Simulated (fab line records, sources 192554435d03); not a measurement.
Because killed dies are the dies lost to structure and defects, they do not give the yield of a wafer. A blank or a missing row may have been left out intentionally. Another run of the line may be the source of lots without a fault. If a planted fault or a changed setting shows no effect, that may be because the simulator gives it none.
fab line records	flow n5_finfet
record: lots: 24	wafers: 72	last_day: 17
route steps=1938 shown BEOL_M8@1380 BEOL_M9@1424
lots that met no fault: from a run of the same line without faults
start_h: start of the lot's first displayed wafer, in hours after the record's first day	wait_h: hours since the lot's step before	" as in the row above	L1.1+2: several wafers, shown together as one row	- no value, or no start was given	* or withheld: withheld	< > ~ a bound
route shown NAME@n: names a module that has steps shown in the file, with the first one's number in the route	usual: mean/standard deviation of fault-free wafers	same: alike in all rows	chamber/n: place in a boat	sites: per-site readings	_std_site: how widely they spread, as a standard deviation	_edge_site: mean of outer sites minus mean of inner sites	radius_mm: how far each site lies from the wafer's centre	mask NAME#n: copy n	behind: the last tool/chamber to shape the wafer	hold: reason for holding the lot/hours on hold/outcome of the hold	device: whichever transistor did not switch (one of n, p or np)	end of line: tests of these same wafers at the route's end	where a step has no rows: the recipe by itself	killed: not the wafer's yield, but the dies lost to structure and defects at the first sort	map: the dies of a wafer, with x for killed, . for not killed, _ for no die there
set.NAME: setting as actually run; set.NAME@STEP: the setting as run at that earlier step	model.NAME: the simulator's own value behind a step, which no gauge read
a sample of lots followed through the steps of the route, with each step as a table and each wafer as a row
services: the hour from which a tool's chamber was out of use, counted from the record's first day as start_h (under 0 if before that day), plus the number of hours and why
== steps ==
step: N5_BEOL_M8_OCD_MEAS_38
usual: trench_depth_nm: 93.5/1.2
lot.wafer	tool	chamber	start_h	wait_h	trench_depth_nm
L074.1	ocd-01	-	206.71	-	91.4
L074.2	"	-	"	"	93.9
L074.3	"	-	"	"	92.9
L075.1	ocd-02	-	212.68	-	96.2
L075.2	"	-	"	"	93.6
L075.4	"	-	"	"	94.2
L076.1	ocd-01	-	212.76	-	94.0
L076.2	"	-	"	"	94.6
L076.4	"	-	"	"	92.7
L077.1	ocd-02	-	216.23	-	92.7
L077.5	"	-	"	"	91.3
L077.6	"	-	"	"	92.7
L078.1	ocd-02	-	222.50	-	91.7
L078.2	"	-	"	"	93.0
L078.3	"	-	"	"	93.0
L079.1	ocd-02	-	226.06	-	92.4
L079.2	"	-	"	"	92.8
L079.3	"	-	"	"	94.1
L081.1	ocd-02	-	243.81	-	93.0
L081.2	"	-	"	"	93.2
L081.6	"	-	"	"	92.8
L080.2	ocd-02	-	244.13	-	91.8
L080.5	"	-	"	"	92.9
L080.6	"	-	"	"	94.4
L082.2	ocd-01	-	247.74	-	92.1
L082.5	"	-	"	"	92.9
L082.6	"	-	"	"	92.8
L083.1	ocd-01	-	260.06	-	93.5
L083.3	"	-	"	"	92.2
L083.5	"	-	"	"	92.7
L084.1	ocd-02	-	262.13	-	95.3
L084.3	"	-	"	"	93.4
L084.6	"	-	"	"	94.1
L086.2	ocd-02	-	272.54	-	93.6
L086.5	"	-	"	"	92.9
L086.6	"	-	"	"	95.0
L085.3	ocd-01	-	272.58	-	90.9
L085.4	"	-	"	"	91.1
L085.5	"	-	"	"	93.5
L088.1	ocd-01	-	279.96	-	93.3
L088.3	"	-	"	"	92.5
L088.4	"	-	"	"	93.2
L087.3	ocd-02	-	281.84	-	94.1
L087.5	"	-	"	"	96.0
L087.6	"	-	"	"	94.4
L089.1	ocd-02	-	289.59	-	93.2
L089.3	"	-	"	"	93.5
L089.6	"	-	"	"	93.5
L091.1	ocd-02	-	305.89	-	91.4
L091.5	"	-	"	"	93.2
L091.6	"	-	"	"	91.5
L090.1	ocd-02	-	311.01	-	93.5
L090.3	"	-	"	"	95.3
L090.5	"	-	"	"	93.8
L092.1	ocd-01	-	315.53	-	91.3
L092.2	"	-	"	"	92.3
L092.3	"	-	"	"	96.0
L093.1	ocd-01	-	316.28	-	92.4
L093.2	"	-	"	"	92.8
L093.4	"	-	"	"	94.6
L094.2	ocd-02	-	320.07	-	94.8
L094.4	"	-	"	"	93.3
L094.6	"	-	"	"	94.2
L096.2	ocd-02	-	330.13	-	93.2
L096.4	"	-	"	"	96.5
L096.6	"	-	"	"	95.3
L097.3	ocd-02	-	341.28	-	92.2
L097.4	"	-	"	"	96.6
L097.5	"	-	"	"	93.1
L095.1	ocd-02	-	341.53	-	93.1
L095.4	"	-	"	"	92.8
L095.6	"	-	"	"	92.5
step: N5_BEOL_M8_CURE_75
recipe: temp_c: 370	time_s: 120	ambient: DMADMS/He	material: SiCOH_lowk
usual: lamp_power_pct: 52.31/0.058	wafer_temp_C_max: 371.8/0.57
lot.wafer	tool	chamber	start_h	wait_h	lamp_power_pct	wafer_temp_C_max
L074.1	uv_cure-03	1	207.40	0.5	52.27	371.5
L074.2	"	1	"	"	52.17	371.7
L074.3	"	1	"	"	52.33	371.5
L075.1	uv_cure-03	2	212.88	0.0	52.28	371.6
L075.2	"	2	"	"	52.37	371.9
L075.4	"	2	"	"	52.31	371.8
L076.1	uv_cure-01	0	212.96	0.0	52.33	371.2
L076.2	"	0	"	"	52.26	371.3
L076.4	"	0	"	"	52.28	371.5
L077.1	uv_cure-02	2	216.42	0.0	52.22	372.4
L077.5	"	2	"	"	52.26	373.0
L077.6	"	2	"	"	52.21	372.7
L078.1	uv_cure-02	0	222.70	0.0	52.28	371.5
L078.2	"	0	"	"	52.21	371.3
L078.3	"	0	"	"	52.28	371.0
L079.1	uv_cure-03	1	226.26	0.0	52.35	371.0
L079.2	"	1	"	"	52.29	371.2
L079.3	"	1	"	"	52.43	371.3
L081.1	uv_cure-01	1	244.01	0.0	52.32	371.9
L081.2	"	1	"	"	52.35	372.2
L081.6	"	1	"	"	52.32	372.2
L080.2	uv_cure-02	1	244.42	0.1	52.46	373.2
L080.5	"	1	"	"	52.36	372.7
L080.6	"	1	"	"	52.34	371.8
L082.2	uv_cure-01	1	248.00	0.1	52.30	371.7
L082.5	"	1	"	"	52.33	371.6
L082.6	"	1	"	"	52.24	373.0
L083.1	uv_cure-03	1	260.26	0.0	52.26	371.5
L083.3	"	1	"	"	52.38	371.9
L083.5	"	1	"	"	52.22	372.4
L084.1	uv_cure-03	2	262.33	0.0	52.32	371.5
L084.3	"	2	"	"	52.41	371.1
L084.6	"	2	"	"	52.23	371.8
L086.2	uv_cure-03	0	272.78	0.1	52.40	372.0
L086.5	"	0	"	"	52.40	372.2
L086.6	"	0	"	"	52.34	372.0
L085.3	uv_cure-02	0	272.88	0.1	52.34	371.1
L085.4	"	0	"	"	52.34	371.6
L085.5	"	0	"	"	52.39	370.9
L088.1	uv_cure-03	0	280.16	0.0	52.26	372.4
L088.3	"	0	"	"	52.28	371.8
L088.4	"	0	"	"	52.29	371.5
L087.3	uv_cure-01	1	282.13	0.1	52.26	372.2
L087.5	"	1	"	"	52.34	372.0
L087.6	"	1	"	"	52.22	371.9
L089.1	uv_cure-03	2	290.03	0.3	52.34	372.0
L089.3	"	2	"	"	52.28	371.4
L089.6	"	2	"	"	52.37	372.0
L091.1	uv_cure-03	2	306.18	0.0	52.31	371.5
L091.5	"	2	"	"	52.36	371.8
L091.6	"	2	"	"	52.34	371.3
L090.1	uv_cure-01	0	311.30	0.0	52.27	371.4
L090.3	"	0	"	"	52.25	371.5
L090.5	"	0	"	"	52.30	371.5
L092.1	uv_cure-01	2	316.01	0.3	52.32	371.5
L092.2	"	2	"	"	52.32	371.2
L092.3	"	2	"	"	52.23	371.3
L093.1	uv_cure-03	2	316.57	0.0	52.35	372.0
L093.2	"	2	"	"	52.32	371.5
L093.4	"	2	"	"	52.40	371.5
L094.2	uv_cure-03	1	320.37	0.1	52.35	371.4
L094.4	"	1	"	"	52.33	372.0
L094.6	"	1	"	"	52.37	371.8
L096.2	uv_cure-02	1	330.95	0.7	52.30	372.7
L096.4	"	1	"	"	52.29	373.4
L096.6	"	1	"	"	52.20	372.5
L097.3	uv_cure-03	1	341.68	0.1	52.25	371.8
L097.4	"	1	"	"	52.23	371.6
L097.5	"	1	"	"	52.32	371.4
L095.1	uv_cure-03	1	341.88	0.1	52.28	371.3
L095.4	"	1	"	"	52.42	371.5
L095.6	"	1	"	"	52.29	371.5
step: N5_BEOL_M8_RS_MEAS_57
recipe: thk_meas_gauge: four-point-probe	reads: Cu_of_BEOL_M8_ECD_50+Co_of_BEOL_M8_CVD_78+TaN_of_BEOL_M8_ALD_77
usual: M8_RS: 0.287/0.0064
lot.wafer	tool	chamber	start_h	wait_h	M8_RS[ohm/sq]
L074.1	film_metro-01	-	209.64	0.1	0.297
L074.2	"	-	"	"	0.288
L074.3	"	-	"	"	0.290
L076.1	film_metro-02	-	215.21	0.1	0.285
L076.2	"	-	"	"	0.282
L076.4	"	-	"	"	0.286
L075.1	film_metro-02	-	215.46	0.1	0.273
L075.2	"	-	"	"	0.286
L075.4	"	-	"	"	0.286
L077.1	film_metro-02	-	219.56	0.1	0.291
L077.5	"	-	"	"	0.292
L077.6	"	-	"	"	0.285
L078.1	film_metro-01	-	227.00	0.1	0.296
L078.2	"	-	"	"	0.285
L078.3	"	-	"	"	0.287
L079.1	film_metro-02	-	229.12	0.1	0.293
L079.2	"	-	"	"	0.289
L079.3	"	-	"	"	0.280
L081.1	film_metro-01	-	248.20	0.1	0.295
L081.2	"	-	"	"	0.291
L081.6	"	-	"	"	0.288
L080.2	film_metro-01	-	248.51	0.1	0.293
L080.5	"	-	"	"	0.293
L080.6	"	-	"	"	0.285
L082.2	film_metro-02	-	250.26	0.1	0.290
L082.5	"	-	"	"	0.287
L082.6	"	-	"	"	0.299
L083.1	film_metro-02	-	263.04	0.1	0.277
L083.3	"	-	"	"	0.288
L083.5	"	-	"	"	0.288
L084.1	film_metro-02	-	267.15	0.1	0.284
L084.3	"	-	"	"	0.282
L084.6	"	-	"	"	0.288
L086.2	film_metro-02	-	274.99	0.1	0.288
L086.5	"	-	"	"	0.286
L086.6	"	-	"	"	0.283
L085.3	film_metro-01	-	275.04	0.1	0.296
L085.4	"	-	"	"	0.291
L085.5	"	-	"	"	0.282
L088.1	film_metro-01	-	282.44	0.1	0.291
L088.3	"	-	"	"	0.303
L088.4	"	-	"	"	0.289
L087.3	film_metro-02	-	284.94	0.1	0.283
L087.5	"	-	"	"	0.274
L087.6	"	-	"	"	0.283
L089.1	film_metro-02	-	292.47	0.1	0.281
L089.3	"	-	"	"	0.284
L089.6	"	-	"	"	0.283
L091.1	film_metro-02	-	308.38	0.1	0.300
L091.5	"	-	"	"	0.295
L091.6	"	-	"	"	0.302
L090.1	film_metro-02	-	313.49	0.1	0.290
L090.3	"	-	"	"	0.280
L090.5	"	-	"	"	0.284
L092.1	film_metro-02	-	319.43	0.1	0.292
L092.2	"	-	"	"	0.294
L092.3	"	-	"	"	0.275
L093.1	film_metro-01	-	322.12	0.1	0.299
L093.2	"	-	"	"	0.295
L093.4	"	-	"	"	0.287
L094.2	film_metro-02	-	322.74	0.1	0.275
L094.4	"	-	"	"	0.285
L094.6	"	-	"	"	0.278
L096.2	film_metro-02	-	334.10	0.1	0.287
L096.4	"	-	"	"	0.284
L096.6	"	-	"	"	0.280
L097.3	film_metro-02	-	344.58	0.1	0.293
L097.4	"	-	"	"	0.276
L097.5	"	-	"	"	0.291
L095.1	film_metro-02	-	344.87	0.1	0.284
L095.4	"	-	"	"	0.288
L095.6	"	-	"	"	0.292
step: N5_BEOL_M9_CD_MEAS_18
recipe: pitch_nm: 140	target_cd_nm: 70
usual: cd_nm: 70.1/0.51
lot.wafer	tool	chamber	start_h	wait_h	cd_nm
L074.1	cd_sem-03	-	213.89	0.0	71.0
L074.2	"	-	"	"	70.0
L074.3	"	-	"	"	70.7
L076.1	cd_sem-02	-	219.10	0.0	70.8
L076.2	"	-	"	"	70.3
L076.4	"	-	"	"	70.7
L075.1	cd_sem-03	-	219.24	0.0	69.1
L075.2	"	-	"	"	68.8
L075.4	"	-	"	"	68.4
L077.1	cd_sem-03	-	223.11	0.0	71.2
L077.5	"	-	"	"	69.8
L077.6	"	-	"	"	70.3
L078.1	cd_sem-03	-	230.25	0.0	70.6
L078.2	"	-	"	"	70.7
L078.3	"	-	"	"	69.7
L079.1	cd_sem-03	-	231.30	0.0	70.0
L079.2	"	-	"	"	70.1
L079.3	"	-	"	"	70.7
L081.1	cd_sem-03	-	250.56	0.0	69.6
L081.2	"	-	"	"	69.6
L081.6	"	-	"	"	70.0
L080.2	cd_sem-02	-	250.86	0.1	70.6
L080.5	"	-	"	"	70.0
L080.6	"	-	"	"	69.7
L082.2	cd_sem-03	-	253.81	0.1	71.6
L082.5	"	-	"	"	70.2
L082.6	"	-	"	"	70.8
L083.1	cd_sem-01	-	267.83	0.0	70.7
L083.3	"	-	"	"	70.5
L083.5	"	-	"	"	70.7
L084.1	cd_sem-01	-	269.64	0.0	70.0
L084.3	"	-	"	"	69.8
L084.6	"	-	"	"	70.2
L086.2	cd_sem-03	-	278.06	0.1	69.6
L086.5	"	-	"	"	70.3
L086.6	"	-	"	"	69.6
L085.3	cd_sem-02	-	278.10	0.1	70.6
L085.4	"	-	"	"	69.8
L085.5	"	-	"	"	70.7
L088.1	cd_sem-01	-	284.82	0.0	69.8
L088.3	"	-	"	"	69.8
L088.4	"	-	"	"	70.2
L087.3	cd_sem-01	-	288.14	0.1	71.1
L087.5	"	-	"	"	70.2
L087.6	"	-	"	"	70.9
L089.1	cd_sem-02	-	296.12	0.1	70.1
L089.3	"	-	"	"	70.3
L089.6	"	-	"	"	69.7
L091.1	cd_sem-03	-	311.02	0.0	70.2
L091.5	"	-	"	"	69.6
L091.6	"	-	"	"	69.9
L090.1	cd_sem-01	-	316.04	0.0	70.3
L090.3	"	-	"	"	69.8
L090.5	"	-	"	"	70.5
L092.1	cd_sem-01	-	321.69	0.0	70.2
L092.2	"	-	"	"	70.1
L092.3	"	-	"	"	70.1
L093.1	cd_sem-03	-	324.88	0.0	70.1
L093.2	"	-	"	"	69.3
L093.4	"	-	"	"	69.4
L094.2	cd_sem-02	-	326.06	0.1	70.1
L094.4	"	-	"	"	69.9
L094.6	"	-	"	"	69.6
L096.2	cd_sem-03	-	337.36	0.1	70.4
L096.4	"	-	"	"	70.0
L096.6	"	-	"	"	69.5
L097.3	cd_sem-02	-	349.83	0.1	69.6
L097.4	"	-	"	"	69.8
L097.5	"	-	"	"	70.1
L095.1	cd_sem-02	-	350.38	0.0	69.9
L095.4	"	-	"	"	70.0
L095.6	"	-	"	"	70.8
step: N5_BEOL_M9_OVL_MEAS_29
recipe: points_per_wafer: 522
usual: V8_OVL: 0.5/0.74
lot.wafer	tool	chamber	start_h	wait_h	V8_OVL[nm]
L074.1	overlay-01	0	215.44	0.0	0.7
L074.2	"	0	"	"	0.7
L074.3	"	0	"	"	1.4
L076.1	overlay-01	0	221.72	0.0	0.2
L076.2	"	0	"	"	-0.2
L076.4	"	0	"	"	-0.2
L075.1	overlay-01	0	221.89	0.0	-0.1
L075.2	"	0	"	"	1.3
L075.4	"	0	"	"	0.3
L077.1	overlay-01	0	224.94	0.0	-0.2
L077.5	"	0	"	"	-1.0
L077.6	"	0	"	"	0.8
L078.1	overlay-01	0	231.53	0.0	0.3
L078.2	"	0	"	"	1.0
L078.3	"	0	"	"	0.1
L079.1	overlay-01	0	231.81	0.0	0.6
L079.2	"	0	"	"	2.0
L079.3	"	0	"	"	0.4
L081.1	overlay-02	0	251.09	0.0	0.8
L081.2	"	0	"	"	1.0
L081.6	"	0	"	"	1.5
L080.2	overlay-02	0	251.32	0.0	0.1
L080.5	"	0	"	"	0.1
L080.6	"	0	"	"	-0.1
L082.2	overlay-02	0	254.35	0.0	0.5
L082.5	"	0	"	"	0.9
L082.6	"	0	"	"	1.3
L083.1	overlay-01	0	269.43	0.0	-0.1
L083.3	"	0	"	"	-0.6
L083.5	"	0	"	"	-0.6
L084.1	overlay-01	0	269.98	0.0	2.2
L084.3	"	0	"	"	0.0
L084.6	"	0	"	"	0.3
L086.2	overlay-01	0	278.58	0.0	1.2
L086.5	"	0	"	"	1.1
L086.6	"	0	"	"	0.8
L085.3	overlay-01	0	278.96	0.0	0.5
L085.4	"	0	"	"	-0.3
L085.5	"	0	"	"	0.0
L088.1	overlay-02	0	286.54	0.0	1.9
L088.3	"	0	"	"	1.5
L088.4	"	0	"	"	-0.1
L087.3	overlay-02	0	288.70	0.0	0.5
L087.5	"	0	"	"	0.4
L087.6	"	0	"	"	-0.9
L089.1	overlay-02	0	298.45	0.0	0.5
L089.3	"	0	"	"	0.7
L089.6	"	0	"	"	1.8
L091.1	overlay-01	0	311.53	0.0	-0.8
L091.5	"	0	"	"	1.0
L091.6	"	0	"	"	0.3
L090.1	overlay-01	0	319.60	0.0	0.6
L090.3	"	0	"	"	0.4
L090.5	"	0	"	"	-0.6
L092.1	overlay-01	0	322.84	0.0	0.5
L092.2	"	0	"	"	-0.5
L092.3	"	0	"	"	-0.3
L093.1	overlay-02	0	326.08	0.0	0.1
L093.2	"	0	"	"	0.7
L093.4	"	0	"	"	2.0
L094.2	overlay-02	0	326.40	0.0	-0.8
L094.4	"	0	"	"	-1.2
L094.6	"	0	"	"	-0.6
L096.2	overlay-02	0	340.53	0.0	0.3
L096.4	"	0	"	"	0.1
L096.6	"	0	"	"	0.6
L097.3	overlay-01	0	351.81	0.0	0.8
L097.4	"	0	"	"	1.2
L097.5	"	0	"	"	1.0
L095.1	overlay-01	0	352.00	0.0	-0.5
L095.4	"	0	"	"	0.2
L095.6	"	0	"	"	-0.1
step: N5_BEOL_M9_OCD_MEAS_38
usual: trench_depth_nm: 150.8/2.4
lot.wafer	tool	chamber	start_h	wait_h	trench_depth_nm
L074.1	ocd-02	-	215.99	-	150.8
L074.2	"	-	"	"	152.9
L074.3	"	-	"	"	154.8
L076.1	ocd-02	-	222.27	-	148.6
L076.2	"	-	"	"	154.0
L076.4	"	-	"	"	152.4
L075.1	ocd-02	-	222.70	-	151.0
L075.2	"	-	"	"	153.1
L075.4	"	-	"	"	153.4
L077.1	ocd-02	-	225.49	-	146.6
L077.5	"	-	"	"	150.7
L077.6	"	-	"	"	147.3
L078.1	ocd-02	-	232.07	-	151.1
L078.2	"	-	"	"	149.8
L078.3	"	-	"	"	152.8
L079.1	ocd-02	-	232.40	-	149.0
L079.2	"	-	"	"	152.3
L079.3	"	-	"	"	146.1
L081.1	ocd-01	-	252.15	-	149.2
L081.2	"	-	"	"	150.2
L081.6	"	-	"	"	151.2
L080.2	ocd-02	-	252.51	-	146.5
L080.5	"	-	"	"	146.5
L080.6	"	-	"	"	148.2
L082.2	ocd-01	-	255.41	-	149.3
L082.5	"	-	"	"	148.2
L082.6	"	-	"	"	151.1
L083.1	ocd-01	-	270.24	-	145.9
L083.3	"	-	"	"	153.7
L083.5	"	-	"	"	150.9
L084.1	ocd-01	-	271.58	-	147.4
L084.3	"	-	"	"	150.5
L084.6	"	-	"	"	152.7
L086.2	ocd-01	-	279.12	-	152.8
L086.5	"	-	"	"	149.2
L086.6	"	-	"	"	151.6
L085.3	ocd-02	-	279.50	-	148.7
L085.4	"	-	"	"	150.2
L085.5	"	-	"	"	150.7
L088.1	ocd-01	-	287.09	-	149.4
L088.3	"	-	"	"	146.1
L088.4	"	-	"	"	146.8
L087.3	ocd-02	-	289.24	-	148.0
L087.5	"	-	"	"	152.6
L087.6	"	-	"	"	149.7
L089.1	ocd-02	-	299.00	-	153.2
L089.3	"	-	"	"	151.7
L089.6	"	-	"	"	155.3
L091.1	ocd-02	-	312.23	-	148.1
L091.5	"	-	"	"	146.4
L091.6	"	-	"	"	155.0
L090.1	ocd-01	-	320.14	-	150.3
L090.3	"	-	"	"	154.5
L090.5	"	-	"	"	149.7
L092.1	ocd-02	-	323.39	-	146.9
L092.2	"	-	"	"	150.6
L092.3	"	-	"	"	149.9
L093.1	ocd-02	-	326.64	-	147.1
L093.2	"	-	"	"	150.4
L093.4	"	-	"	"	149.7
L094.2	ocd-02	-	326.94	-	155.2
L094.4	"	-	"	"	152.6
L094.6	"	-	"	"	151.7
L096.2	ocd-02	-	341.08	-	149.2
L096.4	"	-	"	"	154.4
L096.6	"	-	"	"	149.7
L097.3	ocd-01	-	352.34	-	153.2
L097.4	"	-	"	"	152.7
L097.5	"	-	"	"	152.2
L095.1	ocd-01	-	352.68	-	152.1
L095.4	"	-	"	"	150.4
L095.6	"	-	"	"	151.9
== services ==
tool	chamber	start_h	hours	kind
uv_cure-02	-	203.98	4.5	repair
uv_cure-03	-	241.21	7.5	pm
uv_cure-01	-	271.31	6.6	repair
uv_cure-01	-	287.85	6.0	pm
uv_cure-02	-	301.07	24.9	pm
== key ==
fault none
